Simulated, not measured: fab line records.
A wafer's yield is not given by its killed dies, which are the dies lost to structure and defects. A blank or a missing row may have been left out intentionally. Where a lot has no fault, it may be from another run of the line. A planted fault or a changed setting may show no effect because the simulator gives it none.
fab line records ; flow nandHarc ; part 2 of 2: steps 28 to 40 of 40
record lots=5; wafers=15; lastDay=33
route steps=1302 shown P_ZERO_WELL@7
lots that met no fault: taken from a fault-free run of the same line
startH: hours from the record's opening day to when the first of the lot's shown wafers began ; waitH: hours from the lot's prior step to this one ; " same as the row above ; L1.1+2: one row covering several wafers at once ; - either no value or no given start ; * or withheld: withheld ; < > ~ a bound
route shown NAME@n: names a module that has steps shown in the file, with the first one's number in the route ; usual: mean and standard deviation over wafers with no fault ; same: alike in all rows ; chamber/n: place in a boat ; sites: per-site readings ; _std_site: standard deviation across them ; _edge_site: mean of outer sites minus mean of inner sites ; radiusMm: how far each site lies from the wafer's centre ; mask NAME#n: copy n ; behind: the most recent tool/chamber to have shaped the wafer ; hold: reason for holding the lot/hours on hold/outcome of the hold ; device: the n, p or np transistor that did not switch ; end of line: the tests these same wafers got at the end of their route ; a step without rows: its recipe alone ; killed: not the wafer's yield, but the dies lost to structure and defects at the first sort ; map: shows each die of a wafer: x if killed, . if not, _ if none is there
set.NAME: the setting as run; set.NAME@STEP: as run at that earlier step ; model.NAME: the simulator's own value behind a step, which no gauge read
certain route steps with their lots: each step a table, each wafer a row
services: the hour from which a tool's chamber was out of use, counted from the record's first day as startH (under 0 if before that day), plus the number of hours and why
## steps
# step NHARC_P_ZERO_WELL_IMPLANT_58
# recipe energyKev=100; doseCm2=2e+12; tiltDeg=7
# usual doseIonsCm2=1.9999e+12/2e+09
# same implantIonAmu=75
lot.wafer;tool;chamber;startH;waitH;doseIonsCm2
L074.2;implanter-01;0;25.62;0.1;2.0007e+12
L074.4;implanter-01;0;25.62;0.1;1.999e+12
L074.6;implanter-01;0;25.62;0.1;2.0008e+12
L082.1;implanter-01;0;103.35;0.1;2.0009e+12
L082.3;implanter-01;0;103.35;0.1;1.9982e+12
L082.4;implanter-01;0;103.35;0.1;1.9998e+12
L089.1;implanter-01;0;173.25;0.2;1.9997e+12
L089.3;implanter-01;0;173.25;0.2;2.0003e+12
L089.6;implanter-01;0;173.25;0.2;2.0011e+12
L093.1;implanter-01;0;213.41;0.2;1.9987e+12
L093.2;implanter-01;0;213.41;0.2;1.9976e+12
L093.5;implanter-01;0;213.41;0.2;1.9994e+12
L097.1;implanter-01;0;253.14;0.2;1.9993e+12
L097.3;implanter-01;0;253.14;0.2;1.9987e+12
L097.5;implanter-01;0;253.14;0.2;1.9985e+12
# step NHARC_P_ZERO_WELL_STRIP_28
# recipe timeS=840; tempC=130; chemistry=SPM
# usual bathHeatDutyPct=15.7/1.1
lot.wafer;tool;chamber;startH;waitH;bathHeatDutyPct
L074.6;wetBench-03;7;25.83;0.1;16.2
L074.4;wetBench-03;3;25.83;0.1;14.7
L074.2;wetBench-03;4;25.83;0.1;14.9
L082.1;wetBench-05;5;103.57;0.2;15.6
L082.4;wetBench-05;7;103.57;0.2;16.1
L082.3;wetBench-05;2;103.57;0.2;16.9
L089.3;wetBench-05;5;173.47;0.1;16.0
L089.6;wetBench-05;6;173.47;0.1;15.4
L089.1;wetBench-05;0;173.47;0.1;18.7
L093.5;wetBench-01;4;213.64;0.1;14.9
L093.1;wetBench-01;5;213.64;0.1;15.1
L093.2;wetBench-01;7;213.64;0.1;13.5
L097.3;wetBench-01;3;253.35;0.1;14.9
L097.5;wetBench-01;4;253.35;0.1;15.6
L097.1;wetBench-01;5;253.35;0.1;14.4
# step NHARC_P_ZERO_WELL_DEHYDRATE_29
# recipe tempC=150; timeS=120
lot.wafer;tool;chamber;startH;waitH
L074.2+4+6;lithoTrack-03;0;26.16;-
L082.1+3+4;lithoTrack-07;0;103.90;-
L089.1+3+6;lithoTrack-03;0;173.79;-
L093.1+2+5;lithoTrack-03;0;213.96;-
L097.1+3+5;lithoTrack-03;0;253.68;-
# step NHARC_P_ZERO_WELL_HMDS_30
# recipe timeS=30
lot.wafer;tool;chamber;startH;waitH
L074.2+4+6;lithoTrack-03;0;-;-
L082.1+3+4;lithoTrack-07;0;-;-
L089.1+3+6;lithoTrack-03;0;-;-
L093.1+2+5;lithoTrack-03;0;-;-
L097.1+3+5;lithoTrack-03;0;-;-
# step NHARC_P_ZERO_WELL_COAT_31
# recipe spinRpm=withheld
lot.wafer;tool;chamber;startH;waitH
L074.2+4+6;lithoTrack-03;0;-;-
L082.1+3+4;lithoTrack-07;0;-;-
L089.1+3+6;lithoTrack-03;0;-;-
L093.1+2+5;lithoTrack-03;0;-;-
L097.1+3+5;lithoTrack-03;0;-;-
# step NHARC_P_ZERO_WELL_SOFTBAKE_32
# recipe tempC=122; timeS=95
lot.wafer;tool;chamber;startH;waitH
L074.2+4+6;lithoTrack-03;0;-;-
L082.1+3+4;lithoTrack-07;0;-;-
L089.1+3+6;lithoTrack-03;0;-;-
L093.1+2+5;lithoTrack-03;0;-;-
L097.1+3+5;lithoTrack-03;0;-;-
# step NHARC_P_ZERO_WELL_EBR_33
lot.wafer;tool;chamber;startH;waitH
L074.2+4+6;lithoTrack-03;0;-;-
L082.1+3+4;lithoTrack-07;0;-;-
L089.1+3+6;lithoTrack-03;0;-;-
L093.1+2+5;lithoTrack-03;0;-;-
L097.1+3+5;lithoTrack-03;0;-;-
# step NHARC_P_ZERO_WELL_EXPOSE_34
# recipe na=0.6; targetCdNm=720; doseMj=22.31; maskId=P_PWELL
# usual stageVelMmS=499.99/0.26
lot.wafer;tool;chamber;startH;waitH;mask;stageVelMmS
L074.2;krfScanner-01;0;26.43;-;P_PWELL#0;499.99
L074.4;krfScanner-01;0;26.43;-;P_PWELL#0;500.33
L074.6;krfScanner-01;0;26.43;-;P_PWELL#0;499.92
L082.1;krfScanner-04;0;104.04;-;P_PWELL#0;500.01
L082.3;krfScanner-04;0;104.04;-;P_PWELL#0;499.93
L082.4;krfScanner-04;0;104.04;-;P_PWELL#0;499.99
L089.1;krfScanner-04;0;173.93;-;P_PWELL#0;499.77
L089.3;krfScanner-04;0;173.93;-;P_PWELL#0;499.94
L089.6;krfScanner-04;0;173.93;-;P_PWELL#0;499.85
L093.1;krfScanner-04;0;214.11;-;P_PWELL#0;500.28
L093.2;krfScanner-04;0;214.11;-;P_PWELL#0;499.98
L093.5;krfScanner-04;0;214.11;-;P_PWELL#0;500.06
L097.1;krfScanner-04;0;253.95;-;P_PWELL#0;500.01
L097.3;krfScanner-04;0;253.95;-;P_PWELL#0;499.90
L097.5;krfScanner-04;0;253.95;-;P_PWELL#0;500.20
# step NHARC_P_ZERO_WELL_PEB_35
# recipe pebTempC=118; pebTimeS=85
lot.wafer;tool;chamber;startH;waitH
L074.2+4+6;lithoTrack-07;0;26.50;0.1
L082.1+3+4;lithoTrack-02;0;104.11;0.1
L089.1+3+6;lithoTrack-07;0;174.00;0.1
L093.1+2+5;lithoTrack-02;0;214.18;0.1
L097.1+3+5;lithoTrack-02;0;254.02;0.1
# step NHARC_P_ZERO_WELL_DEVELOP_36
# recipe timeS=70
lot.wafer;tool;chamber;startH;waitH
L074.2+4+6;lithoTrack-07;0;-;-
L082.1+3+4;lithoTrack-02;0;-;-
L089.1+3+6;lithoTrack-07;0;-;-
L093.1+2+5;lithoTrack-02;0;-;-
L097.1+3+5;lithoTrack-02;0;-;-
# step NHARC_P_ZERO_WELL_CD_MEAS_37
# recipe targetCdNm=720; landingEnergyEv=500
# usual cdNm=719.5/1.8
# same landingEnergyEv=500
lot.wafer;tool;chamber;startH;waitH;cdNm
L074.2;cdSem-01;0;26.59;-;719.8
L074.4;cdSem-01;0;26.59;-;719.1
L074.6;cdSem-01;0;26.59;-;717.5
L082.1;cdSem-01;0;104.20;-;720.5
L082.3;cdSem-01;0;104.20;-;721.6
L082.4;cdSem-01;0;104.20;-;720.0
L089.1;cdSem-02;0;174.10;-;720.1
L089.3;cdSem-02;0;174.10;-;720.4
L089.6;cdSem-02;0;174.10;-;721.0
L093.1;cdSem-01;0;214.27;-;718.6
L093.2;cdSem-01;0;214.27;-;721.4
L093.5;cdSem-01;0;214.27;-;720.5
L097.1;cdSem-03;0;254.11;-;720.0
L097.3;cdSem-03;0;254.11;-;718.5
L097.5;cdSem-03;0;254.11;-;722.6
# step NHARC_P_ZERO_WELL_HARDBAKE_38
# recipe tempC=125; timeS=80
lot.wafer;tool;chamber;startH;waitH
L074.2+4+6;lithoTrack-03;0;26.67;-
L082.1+3+4;lithoTrack-07;0;104.28;-
L089.1+3+6;lithoTrack-03;0;174.18;-
L093.1+2+5;lithoTrack-03;0;214.34;-
L097.1+3+5;lithoTrack-02;0;254.19;-
# step NHARC_P_ZERO_WELL_DESCUM_39
# recipe timeS=3; o2FlowSccm=200; arFlowSccm=0; biasPowerW=0; chemistry=O2
# usual drypumpMotorCurrentA=5.3/0.48; o2FlowSccm=200.1/0.54; oesProductAu=1.002/0.013; rfVppV=57.6/0.88; showerheadPlenumPTorr=1.87/0.086; throttleValvePct=11.310/0.0095
lot.wafer;tool;chamber;startH;waitH;drypumpMotorCurrentA;o2FlowSccm;oesProductAu;rfHoursCounterH;rfVppV;showerheadPlenumPTorr;throttleValvePct
L074.2;rieDiel-06;1;26.75;-;5.1;200.7;1.005;15;55.3;1.77;11.307
L074.4;rieDiel-06;3;26.75;-;5.0;199.6;1.022;16;57.9;1.83;11.328
L074.6;rieDiel-06;2;26.75;-;4.8;200.2;1.003;-;57.0;1.81;11.311
L082.3;rieDiel-01;3;104.37;-;5.3;200.1;1.032;18;56.7;1.87;11.301
L082.4;rieDiel-01;0;104.37;-;6.0;199.5;1.013;19;57.2;1.93;11.334
L082.1;rieDiel-01;1;104.37;-;6.3;200.0;1.010;18;56.9;1.86;11.305
L089.1;rieDiel-06;3;174.29;-;5.0;199.7;1.015;9;57.2;1.81;11.323
L089.3;rieDiel-06;0;174.29;-;5.6;200.1;1.002;9;57.4;1.80;11.320
L089.6;rieDiel-06;1;174.29;-;5.2;199.7;1.000;-;58.0;2.07;11.320
L093.2;rieDiel-06;1;214.45;-;5.2;200.1;0.997;25;58.0;2.07;11.297
L093.1;rieDiel-06;3;214.45;-;5.0;200.5;1.006;22;57.8;1.81;11.295
L093.5;rieDiel-06;1;214.45;-;5.2;200.7;0.992;-;57.2;2.07;11.318
L097.3;rieDiel-08;0;254.27;-;5.1;200.3;0.988;19;57.4;1.85;11.317
L097.1;rieDiel-08;1;254.27;-;4.9;199.8;0.999;20;57.2;1.93;11.308
L097.5;rieDiel-08;0;254.27;-;5.1;200.4;0.990;-;57.9;1.85;11.316
## services
tool;chamber;startH;hours;kind
krfScanner-04;-;15.05;4.0;pm
rieDiel-08;-;16.24;9.0;pm
rieDiel-01;-;26.84;9.0;pm
rieDiel-01;3;38.83;1.3;repair
lithoTrack-02;-;52.00;7.0;pm
lithoTrack-07;-;76.01;7.0;pm
rieDiel-01;-;77.97;0.9;repair
wetBench-05;-;84.80;8.0;pm
implanter-01;-;85.23;11.7;repair
rieDiel-06;0;89.52;6.3;repair
lithoTrack-03;-;100.00;7.0;pm
krfScanner-04;-;100.19;0.3;repair
rieDiel-08;1;120.18;10.5;repair
rieDiel-08;3;123.60;3.6;repair
rieDiel-06;-;130.27;9.0;pm
rieDiel-06;-;164.31;0.8;repair
implanter-01;-;177.31;1.8;repair
implanter-01;-;184.99;2.8;repair
krfScanner-04;-;187.05;4.0;pm
rieDiel-08;-;193.29;9.0;pm
rieDiel-01;-;203.84;9.0;pm
lithoTrack-02;-;227.00;7.0;pm
krfScanner-04;-;249.14;0.3;repair
lithoTrack-07;-;251.01;7.0;pm
